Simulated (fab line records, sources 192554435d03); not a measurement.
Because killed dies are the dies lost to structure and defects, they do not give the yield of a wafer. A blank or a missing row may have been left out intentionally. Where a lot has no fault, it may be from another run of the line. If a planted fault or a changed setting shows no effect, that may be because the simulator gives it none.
fab line records ; flow n5Finfet
record lots=10; wafers=30; lastDay=18
route steps=1938 shown FIN_SAQP@148 FIN_CUT@172 STI_FIN_REVEAL@190 PASSIVATION@1936
lots that met no fault: taken from a fault-free run of the same line
startH: the number of hours between the record's first day and the start of the first shown wafer of the lot ; waitH: time in hours since the lot's previous step ; " identical to the entry in the row above ; L1.1+2: one row covering several wafers at once ; - no value, or no start given ; * or withheld: withheld ; < > ~ a bound
route shown NAME@n: names a module that has steps shown in the file, with the first one's number in the route ; usual: mean/standard deviation taken from wafers without a fault ; same: alike in all rows ; chamber/n: place in a boat ; sites: each site's reading ; _std_site: the values' standard deviation ; _edge_site: the outer-site mean with the inner-site mean subtracted ; radiusMm: how far each site lies from the wafer's centre ; mask NAME#n: copy n ; behind: tool/chamber where the wafer was last shaped ; hold: why the lot went on hold/how many hours it stayed there/how the hold came to an end ; device: the transistor (n, p or np) that didn't switch ; end of line: the route-end tests of the same wafers ; for a step that has no rows: nothing shown but its recipe ; killed: the dies lost at the first sort to structure and to defects; this is not the yield of the wafer ; map: per-die view of a wafer (x killed, . not killed, _ where there is no die)
set.NAME: setting as actually run; set.NAME@STEP: the setting as run at that earlier step ; model.NAME: the simulator's own value behind a step, which no gauge read
one table for each step of the route and one row for each wafer, over a sample of lots
services: the hour from which a tool's chamber was out of use, counted from the record's first day as startH (under 0 if before that day), plus the number of hours and why
## steps
# step N5_FIN_SAQP_CD_MEAS_37
# recipe targetCdNm=8; polarity=line
# usual cdNm=8.09/0.29
lot.wafer;tool;chamber;startH;waitH;cdNm
L283.1;cdSem-02;-;38.30;0.1;8.38
L283.4;cdSem-02;-;38.30;0.1;8.02
L283.6;cdSem-02;-;38.30;0.1;7.85
L284.2;cdSem-03;-;46.19;0.1;7.70
L284.3;cdSem-03;-;46.19;0.1;8.10
L284.4;cdSem-03;-;46.19;0.1;7.83
L287.1;cdSem-03;-;62.16;0.1;7.86
L287.2;cdSem-03;-;62.16;0.1;7.75
L287.3;cdSem-03;-;62.16;0.1;8.47
L289.2;cdSem-03;-;76.77;0.1;7.68
L289.3;cdSem-03;-;76.77;0.1;7.81
L289.6;cdSem-03;-;76.77;0.1;7.71
L290.1;cdSem-03;-;81.25;0.1;7.89
L290.3;cdSem-03;-;81.25;0.1;8.06
L290.6;cdSem-03;-;81.25;0.1;8.48
L291.1;cdSem-03;-;87.73;0.1;8.23
L291.2;cdSem-03;-;87.73;0.1;7.64
L291.5;cdSem-03;-;87.73;0.1;8.25
L300.1;cdSem-03;-;140.80;0.1;8.40
L300.4;cdSem-03;-;140.80;0.1;8.20
L300.6;cdSem-03;-;140.80;0.1;7.65
L301.1;cdSem-03;-;148.26;0.1;7.81
L301.2;cdSem-03;-;148.26;0.1;7.55
L301.3;cdSem-03;-;148.26;0.1;8.32
L302.3;cdSem-01;-;153.40;0.1;8.08
L302.5;cdSem-01;-;153.40;0.1;7.58
L302.6;cdSem-01;-;153.40;0.1;8.17
L304.2;cdSem-02;-;163.57;0.1;8.22
L304.4;cdSem-02;-;163.57;0.1;8.14
L304.5;cdSem-02;-;163.57;0.1;8.26
# step N5_FIN_CUT_STRIP_24
# recipe chemistry=CF4; resist=SiARC; powerW=300; biasPowerW=75; pressureMtorr=50; cf4FlowSccm=150; rfFrequencyHz=6e+07
# usual drypumpMotorCurrentA=5.7/0.41; oesProductAu=0.74/0.042; powerW=300.1/0.89; rfVppV=271.2/1.6; showerheadPlenumPTorr=1.80/0.063; throttleValvePct=13.75/0.28
lot.wafer;tool;chamber;startH;waitH;drypumpMotorCurrentA;oesProductAu;powerW;rfHoursCounterH;rfVppV;showerheadPlenumPTorr;throttleValvePct
L283.1;rieDiel-01;2;39.97;0.0;5.4;0.76;300.4;141;272.5;1.85;13.57
L283.4;rieDiel-01;3;39.97;0.0;5.4;0.79;301.1;94;271.9;1.84;13.90
L283.6;rieDiel-01;2;39.97;0.0;5.4;0.76;300.0;-;272.5;1.85;13.58
L284.2;rieDiel-01;0;47.29;0.0;5.5;0.73;298.4;183;271.2;1.80;13.84
L284.3;rieDiel-01;2;47.29;0.0;5.4;0.75;300.5;144;272.0;1.85;13.56
L284.4;rieDiel-01;1;47.29;0.0;5.5;0.71;301.1;211;271.3;1.85;13.97
L287.1;rieDiel-03;0;63.26;0.0;5.7;0.78;300.5;118;272.3;1.87;13.79
L287.2;rieDiel-03;2;63.26;0.0;6.2;0.71;300.7;166;274.1;1.89;13.90
L287.3;rieDiel-03;1;63.26;0.0;6.8;0.71;299.7;167;268.1;1.73;13.86
L289.2;rieDiel-01;2;77.93;0.0;5.4;0.75;300.7;153;273.6;1.85;13.61
L289.3;rieDiel-01;1;77.93;0.0;5.5;0.71;299.6;219;272.3;1.84;13.99
L289.6;rieDiel-01;0;77.93;0.0;5.5;0.72;300.3;-;271.0;1.80;13.87
L290.1;rieDiel-01;0;82.35;0.0;5.5;0.72;300.6;194;271.3;1.80;13.86
L290.3;rieDiel-01;2;82.35;0.0;5.4;0.75;299.1;154;272.5;1.85;13.60
L290.6;rieDiel-01;2;82.35;0.0;5.4;0.75;299.6;-;272.5;1.85;13.62
L291.1;rieDiel-01;0;88.83;0.0;5.5;0.71;300.1;196;269.7;1.80;13.89
L291.2;rieDiel-01;3;88.83;0.0;5.4;0.78;300.7;110;271.5;1.83;13.93
L291.5;rieDiel-01;1;88.83;0.0;5.5;0.71;300.0;-;273.0;1.84;13.98
L300.1;rieDiel-06;2;142.24;0.0;5.6;0.70;300.2;234;269.7;1.75;14.07
L300.4;rieDiel-06;3;142.24;0.0;5.9;0.78;298.9;115;268.9;1.66;13.27
L300.6;rieDiel-06;3;142.24;0.0;5.9;0.77;299.9;-;268.6;1.66;13.26
L301.1;rieDiel-06;1;149.24;0.0;6.5;0.89;300.3;27;271.6;1.88;13.35
L301.2;rieDiel-06;3;149.24;0.0;5.9;0.77;300.2;117;267.9;1.66;13.26
L301.3;rieDiel-06;0;149.24;0.0;6.5;0.75;298.5;175;269.4;1.71;13.30
L302.3;rieDiel-01;1;155.07;0.0;5.5;0.69;299.3;245;273.1;1.84;14.04
L302.5;rieDiel-01;2;155.07;0.0;5.4;0.73;299.5;-;271.1;1.84;13.65
L302.6;rieDiel-01;1;155.07;0.0;5.5;0.69;299.3;-;271.3;1.84;14.03
L304.2;rieDiel-01;3;164.54;0.0;5.4;0.75;301.4;134;270.8;1.83;13.98
L304.4;rieDiel-01;0;164.54;0.0;5.5;0.70;301.4;-;270.4;1.79;13.94
L304.5;rieDiel-01;3;164.54;0.0;5.4;0.76;299.9;-;270.3;1.83;14.00
# step N5_FIN_CUT_CUT_ETCH_26
# recipe chemistry=CH3F/O2; target=SiNx; targetDepthA=390; maskMaterial=SOC; timeS=55.7; pressureMtorr=30; sourceW=395; biasW=73; Ar_flow_sccm=150; CH3F_flow_sccm=30; O2_flow_sccm=20; ionEnergyEv=120
# usual drypumpMotorCurrentA=5.7/0.4; oesProductAu=0.75/0.047; rfVppV=295/7; showerheadPlenumPTorr=2.01/0.071; throttleValvePct=16.55/0.25
lot.wafer;tool;chamber;startH;waitH;drypumpMotorCurrentA;oesProductAu;rfHoursCounterH;rfVppV;showerheadPlenumPTorr;throttleValvePct
L283.1;rieDiel-01;2;39.99;0.0;5.4;0.76;141;302;2.09;16.42
L283.4;rieDiel-01;3;39.99;0.0;5.4;0.81;94;297;2.02;16.58
L283.6;rieDiel-01;2;39.99;0.0;5.4;0.75;-;302;2.09;16.43
L284.2;rieDiel-01;0;47.31;0.0;5.5;0.72;183;289;2.00;16.63
L284.3;rieDiel-01;2;47.31;0.0;5.4;0.76;144;301;2.09;16.43
L284.4;rieDiel-01;1;47.31;0.0;5.5;0.73;211;293;2.07;16.73
L287.1;rieDiel-03;0;63.28;0.0;5.7;0.79;118;303;2.09;16.63
L287.2;rieDiel-03;2;63.28;0.0;6.2;0.71;166;319;2.07;16.49
L287.3;rieDiel-03;1;63.28;0.0;6.8;0.71;167;294;1.92;16.67
L289.2;rieDiel-01;2;77.95;0.0;5.4;0.74;153;302;2.09;16.44
L289.3;rieDiel-01;1;77.95;0.0;5.5;0.72;219;293;2.07;16.76
L289.6;rieDiel-01;0;77.95;0.0;5.5;0.71;-;292;2.00;16.66
L290.1;rieDiel-01;0;82.37;0.0;5.5;0.71;194;290;2.00;16.63
L290.3;rieDiel-01;2;82.37;0.0;5.4;0.75;154;302;2.09;16.44
L290.6;rieDiel-01;2;82.37;0.0;5.4;0.74;-;301;2.09;16.45
L291.1;rieDiel-01;0;88.85;0.0;5.5;0.71;196;290;2.00;16.66
L291.2;rieDiel-01;3;88.85;0.0;5.4;0.79;110;295;2.01;16.61
L291.5;rieDiel-01;1;88.85;0.0;5.5;0.72;-;293;2.07;16.80
L300.1;rieDiel-06;2;142.26;0.0;5.6;0.71;234;300;1.98;16.94
L300.4;rieDiel-06;3;142.26;0.0;5.9;0.79;115;283;1.86;16.08
L300.6;rieDiel-06;3;142.26;0.0;5.9;0.79;-;284;1.86;16.09
L301.1;rieDiel-06;1;149.26;0.0;6.5;0.90;27;300;2.13;16.27
L301.2;rieDiel-06;3;149.26;0.0;5.8;0.79;117;284;1.86;16.10
L301.3;rieDiel-06;0;149.26;0.0;6.5;0.76;175;287;1.92;16.12
L302.3;rieDiel-01;1;155.09;0.0;5.5;0.70;245;295;2.06;16.80
L302.5;rieDiel-01;2;155.09;0.0;5.4;0.73;-;302;2.08;16.49
L302.6;rieDiel-01;1;155.09;0.0;5.5;0.71;-;293;2.06;16.82
L304.2;rieDiel-01;3;164.56;0.0;5.4;0.77;134;294;2.01;16.67
L304.4;rieDiel-01;0;164.56;0.0;5.5;0.70;-;290;1.99;16.69
L304.5;rieDiel-01;3;164.56;0.0;5.4;0.77;-;294;2.01;16.68
# step N5_FIN_CUT_INSPECT_17
# recipe inspectInstrument=brightfield; mode=aei
# usual rawDefectCount=223/61
lot.wafer;tool;chamber;startH;waitH;rawDefectCount
L283.1;defectInspect-01;-;40.69;0.0;394
L283.4;defectInspect-01;-;40.69;0.0;320
L283.6;defectInspect-01;-;40.69;0.0;257
L284.2;defectInspect-02;-;47.90;0.0;194
L284.3;defectInspect-02;-;47.90;0.0;169
L284.4;defectInspect-02;-;47.90;0.0;222
L287.1;defectInspect-02;-;63.76;0.0;153
L287.2;defectInspect-02;-;63.76;0.0;146
L287.3;defectInspect-02;-;63.76;0.0;279
L289.2;defectInspect-01;-;78.68;0.0;224
L289.3;defectInspect-01;-;78.68;0.0;174
L289.6;defectInspect-01;-;78.68;0.0;198
L290.1;defectInspect-01;-;82.93;0.0;563
L290.3;defectInspect-01;-;82.93;0.0;689
L290.6;defectInspect-01;-;82.93;0.0;624
L291.1;defectInspect-01;-;89.33;0.0;583
L291.2;defectInspect-01;-;89.33;0.0;568
L291.5;defectInspect-01;-;89.33;0.0;588
L300.1;defectInspect-02;-;142.78;0.0;265
L300.4;defectInspect-02;-;142.78;0.0;118
L300.6;defectInspect-02;-;142.78;0.0;102
L301.1;defectInspect-02;-;149.74;0.0;213
L301.2;defectInspect-02;-;149.74;0.0;162
L301.3;defectInspect-02;-;149.74;0.0;195
L302.3;defectInspect-01;-;155.73;0.2;246
L302.5;defectInspect-01;-;155.73;0.2;191
L302.6;defectInspect-01;-;155.73;0.2;242
L304.2;defectInspect-01;-;165.04;0.0;301
L304.4;defectInspect-01;-;165.04;0.0;197
L304.5;defectInspect-01;-;165.04;0.0;288
# step N5_STI_FIN_REVEAL_ETCHBACK_08
# recipe chemistry=C4F6/O2; target=SiO2; targetDepthA=305; timeS=10.167; ionEnergyEv=250; pressureMtorr=30; sourceW=345; biasW=185; Ar_flow_sccm=300; C4F6_flow_sccm=10; O2_flow_sccm=10
# usual drypumpMotorCurrentA=5.7/0.4; oesProductAu=0.75/0.086; rfVppV=653/19; showerheadPlenumPTorr=2.85/0.11; throttleValvePct=21.11/0.22
lot.wafer;tool;chamber;startH;waitH;drypumpMotorCurrentA;oesProductAu;rfHoursCounterH;rfVppV;showerheadPlenumPTorr;throttleValvePct
L283.1;rieDiel-02;1;48.26;0.2;5.9;0.69;222;682;2.91;21.03
L283.4;rieDiel-02;0;48.26;0.2;6.2;0.72;163;631;2.75;21.04
L283.6;rieDiel-02;0;48.26;0.2;6.2;0.73;-;631;2.75;21.05
L284.2;rieDiel-05;3;53.57;0.2;5.6;0.71;236;648;2.84;21.78
L284.3;rieDiel-05;0;53.57;0.2;5.1;0.72;222;618;2.95;21.12
L284.4;rieDiel-05;2;53.57;0.2;5.5;0.78;126;668;2.61;20.88
L287.1;rieDiel-02;3;69.43;0.2;6.5;0.70;169;648;2.86;20.98
L287.2;rieDiel-02;0;69.43;0.2;6.1;0.72;171;631;2.75;21.04
L287.3;rieDiel-02;1;69.43;0.2;5.9;0.68;229;685;2.90;21.05
L289.2;rieDiel-02;1;84.34;0.2;5.9;0.68;235;682;2.90;21.04
L289.3;rieDiel-02;0;84.34;0.2;6.1;0.71;177;630;2.75;21.06
L289.6;rieDiel-02;0;84.34;0.2;6.1;0.71;-;631;2.75;21.07
L290.1;rieDiel-02;0;89.55;0.2;6.1;0.71;178;632;2.74;21.05
L290.3;rieDiel-02;3;89.55;0.2;6.6;0.69;175;646;2.86;21.00
L290.6;rieDiel-02;1;89.55;0.2;5.9;0.67;-;685;2.90;21.05
L291.1;rieDiel-04;2;96.02;0.2;5.3;0.70;204;649;2.82;21.34
L291.2;rieDiel-04;0;96.02;0.2;5.6;0.94;14;670;3.02;21.04
L291.5;rieDiel-04;1;96.02;0.2;5.5;0.72;-;656;2.95;20.95
L300.1;rieDiel-04;1;148.88;0.2;5.5;0.70;212;657;2.94;20.96
L300.4;rieDiel-04;2;148.88;0.2;5.3;0.69;-;648;2.81;21.38
L300.6;rieDiel-04;1;148.88;0.2;5.5;0.70;-;654;2.94;20.95
L301.1;rieDiel-02;0;155.41;0.2;6.1;0.69;204;630;2.73;21.08
L301.2;rieDiel-02;2;155.41;0.2;5.6;0.69;232;633;2.80;21.30
L301.3;rieDiel-02;3;155.41;0.2;6.6;0.68;203;645;2.85;21.05
L302.3;rieDiel-05;3;161.53;0.1;5.6;0.93;16;649;2.83;21.45
L302.5;rieDiel-05;2;161.53;0.1;5.5;0.72;-;665;2.60;20.92
L302.6;rieDiel-05;1;161.53;0.1;6.1;0.76;-;667;2.95;21.19
L304.2;rieDiel-05;3;171.02;0.2;5.6;0.93;19;649;2.82;21.46
L304.4;rieDiel-05;1;171.02;0.2;6.1;0.76;155;666;2.95;21.20
L304.5;rieDiel-05;3;171.02;0.2;5.6;0.94;-;649;2.82;21.47
# step N5_PASSIVATION_PROBE_49
# usual killed_at_M0_to_M3=34/11; killed_at_M4_up=13/5.2; killedAtContacts=13/6.3; killedAtFrontEnd=40/14; killedAtOther=3.2/2.4; killedDies=104/19; killedOpen=69/14; killedShort=32/7.5
# same grossDies=1180; killedAtBackSide=0
lot.wafer;tool;chamber;startH;waitH;killed_at_M0_to_M3;killed_at_M4_up;killedAtContacts;killedAtFrontEnd;killedAtOther;killedDies;killedOpen;killedShort
L284.2;prober-01;-;287.47;0.1;32;14;17;42;2;107;73;34
L284.3;prober-01;-;287.52;0.1;43;18;21;26;1;109;79;29
L284.4;prober-01;-;287.57;0.2;26;13;23;42;2;106;68;38
L290.1;prober-02;-;319.85;0.0;48;10;13;135;2;208;66;38
L290.3;prober-02;-;319.95;0.1;25;12;23;108;1;169;59;27
L290.6;prober-02;-;320.10;0.3;41;8;18;121;2;190;75;29
L291.1;prober-02;-;328.90;0.0;25;12;16;153;4;210;72;36
L291.2;prober-02;-;328.95;0.1;33;12;8;93;4;150;64;46
L291.5;prober-02;-;329.10;0.2;35;11;14;142;5;207;72;36
# killed by level:class
L284.2 MOL_CONTACT_COAG:geometricParticle:open=12 BEOL_M2:geometricParticle:open=11 FIN_SAQP:geometricParticle:open=10 FIN_SAQP:geometricParticle:short=7 BEOL_M4:geometricParticle:open=6 BEOL_M0_SAQP:geometricParticle:open=6 STI_FIN_REVEAL:geometricParticle:open=5 MOL_CONTACT_COAG:geometricParticle:short=5
L284.3 MOL_CONTACT_COAG:geometricParticle:open=20 BEOL_M1:geometricParticle:open=12 BEOL_M0_SAQP:geometricParticle:open=12 BEOL_M0_SAQP:geometricParticle:short=8 STI_FIN_REVEAL:geometricParticle:open=5 BEOL_M4:geometricParticle:open=5 BEOL_M2:geometricParticle:open=4 FIN_SAQP:geometricParticle:short=3
L284.4 MOL_CONTACT_COAG:geometricParticle:open=20 FIN_SAQP:geometricParticle:open=8 BEOL_M2:geometricParticle:open=8 FIN_SAQP:geometricParticle:short=8 STI_FIN_REVEAL:geometricParticle:open=6 BEOL_M0_SAQP:geometricParticle:open=6 GATE_CUT:geometricParticle:short=5 STI_FIN_REVEAL:geometricParticle:short=4
L290.1 FIN_CUT:unspecified=102 BEOL_M1:geometricParticle:open=11 BEOL_M2:geometricParticle:open=10 MOL_CONTACT_COAG:geometricParticle:open=9 FIN_SAQP:geometricParticle:open=6 DUMMY_GATE:geometricParticle:open=5 BEOL_M2:geometricParticle:short=5 BEOL_M3:geometricParticle:open=5
L290.3 FIN_CUT:unspecified=80 MOL_CONTACT_COAG:geometricParticle:open=15 BEOL_M2:geometricParticle:open=9 MOL_CONTACT_COAG:geometricParticle:short=8 BEOL_M4:geometricParticle:open=6 FIN_SAQP:geometricParticle:open=5 GATE_CUT:geometricParticle:open=4 GATE_CUT:geometricParticle:short=4
L290.6 FIN_CUT:unspecified=84 BEOL_M2:geometricParticle:open=16 MOL_CONTACT_COAG:geometricParticle:open=11 STI_FIN_REVEAL:geometricParticle:open=9 BEOL_M0:geometricParticle:open=9 GATE_CUT:geometricParticle:short=7 MOL_CONTACT_COAG:geometricParticle:short=7 BEOL_M3:geometricParticle:open=6
L291.1 FIN_CUT:unspecified=101 FIN_SAQP:geometricParticle:open=21 BEOL_M2:geometricParticle:open=13 MOL_CONTACT_COAG:geometricParticle:open=11 FIN_SAQP:geometricParticle:short=9 MOL_CONTACT_COAG:geometricParticle:short=5 STI_FIN_REVEAL:geometricParticle:open=4 BEOL_M4:geometricParticle:open=4
L291.2 FIN_CUT:unspecified=38 FIN_SAQP:geometricParticle:short=23 FIN_SAQP:geometricParticle:open=11 BEOL_M2:geometricParticle:open=10 MOL_CONTACT_COAG:geometricParticle:open=7 BEOL_M0_SAQP:geometricParticle:open=7 BEOL_M3:geometricParticle:short=4 BEOL_M5:geometricParticle:open=4
L291.5 FIN_CUT:unspecified=99 MOL_CONTACT_COAG:geometricParticle:open=13 FIN_SAQP:geometricParticle:short=9 BEOL_M0_SAQP:geometricParticle:open=9 BEOL_M0_SAQP:geometricParticle:short=8 GATE_CUT:geometricParticle:short=7 FIN_SAQP:geometricParticle:open=6 BEOL_M4:geometricParticle:open=6
## services
tool;chamber;startH;hours;kind
rieDiel-03;-;27.94;15.6;pm
rieDiel-06;1;38.20;-;clean
rieDiel-06;1;38.20;-;consumableReplace:focusRing
rieDiel-06;1;38.20;-;consumableReplace:showerhead
rieDiel-06;1;38.20;23.0;scheduledDown
rieDiel-06;1;38.20;23.0;ventCycle
rieDiel-05;-;46.75;2.8;pm
rieDiel-02;-;63.88;0.1;repair
rieDiel-04;1;84.16;5.7;repair
rieDiel-01;0;90.51;8.2;repair
rieDiel-06;0;92.45;4.8;repair
rieDiel-05;3;98.30;-;clean
rieDiel-05;3;98.30;-;consumableReplace:focusRing
rieDiel-01;0;116.14;1.5;repair
rieDiel-01;2;127.11;6.6;repair
rieDiel-02;1;136.01;-;clean
rieDiel-02;1;136.01;-;consumableReplace:focusRing
rieDiel-02;1;136.01;16.5;scheduledDown
rieDiel-02;1;136.01;16.5;ventCycle
rieDiel-05;-;138.50;4.3;pm
rieDiel-03;2;140.26;5.8;repair
rieDiel-04;3;143.18;13.8;repair
rieDiel-06;1;154.34;5.2;repair
rieDiel-05;-;164.14;0.3;repair
## key
firstSign step=N5_FIN_CUT_INSPECT_17; reading=rawDefectCount; direction=up; sigmas=6.2; usual=223; struck=602
effect step=N5_PASSIVATION_PROBE_49; reading=killedAtFrontEnd; direction=up; sigmas=6.3; usual=40; struck=125
moreKillsBornAt N5_FIN_CUT_STRIP_24@rieDiel-01=504
metAt N5_FIN_CUT_STRIP_24
struckLots L290,L291
testerLeftOut L290,L291
notActingAt N5_FIN_SAQP_CD_MEAS_37,N5_FIN_CUT_CUT_ETCH_26,N5_STI_FIN_REVEAL_ETCHBACK_08
onsetBetween 77.93 82.35
fault kind=chamberParticleSource; tool=rieDiel-01; chamber=-; onsetH=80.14; steps=N5_FIN_CUT_STRIP_24; ratePerVisitCm2=0.61027; endH=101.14
# testerLeftOut: of these lots the tester's yield and bins aren't shown, on N5 and GAA mostly nor the transistor test; their killed dies are dies lost to structure and defects alone, not to doping, threshold or leakage, so they don't give the yield
